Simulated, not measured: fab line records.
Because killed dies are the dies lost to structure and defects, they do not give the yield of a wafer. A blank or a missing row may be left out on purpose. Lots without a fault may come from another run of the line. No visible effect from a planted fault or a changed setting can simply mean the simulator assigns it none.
The tool behind it: which one?    flow nandHarc    11 lots (33 wafers sampled), 1 step of a 1159-step route

WHAT EACH GAUGE READ, for each wafer
NHARC_P_ZERO_WELL_CD_MEAS_11 targets a cd of 500 nm.
lot   measured     on        cdNm (nm)
L614  day 1 13:07  cdSem-03  500.6 502.2 499.4
L615  day 1 19:07  cdSem-01  500.3 498.2 497.5
L616  day 2 01:16  cdSem-01  498.8 500.0 500.3
L617  day 2 07:14  cdSem-01  500.1 501.2 498.0
L620  day 3 01:08  cdSem-03  498.9 495.5 500.9
L627  day 4 19:07  cdSem-01  499.5 499.3 498.0
L630  day 5 13:07  cdSem-02  499.5 496.1 501.2
L632  day 6 01:10  cdSem-02  501.5 499.4 500.9
L635  day 6 19:16  cdSem-02  501.9 497.2 500.4
L636  day 7 01:07  cdSem-02  502.5 498.9 498.4
L637  day 7 07:07  cdSem-03  496.8 500.6 503.2

WHAT TOOL EACH LOT RAN ON (gives the tool, then ch and the chambers of the sampled wafers, and finally the start)
Before these readings, the record contains no process step.

THE ANSWER, worked out from the rows above alone
Rule: the lots themselves supply what counts as usual. The widest of any qualifying gaps counts: lots, ordered by their means at a reading, are off when they make up no more than a third of the lots, leave a main group of 4 or more, and stand apart from it by 3 or more times the standard deviation of that group's means. A main group is skipped when, at the precision printed for the reading in the tables above, its means are all equal. A lot without any number at a reading at which 4 lots or more have one is off too. Any other lot the step has rows for is counted as sound.
Nothing can be told from this: no lot is off at any reading shown.

WHAT THE SIMULATOR PUT IN
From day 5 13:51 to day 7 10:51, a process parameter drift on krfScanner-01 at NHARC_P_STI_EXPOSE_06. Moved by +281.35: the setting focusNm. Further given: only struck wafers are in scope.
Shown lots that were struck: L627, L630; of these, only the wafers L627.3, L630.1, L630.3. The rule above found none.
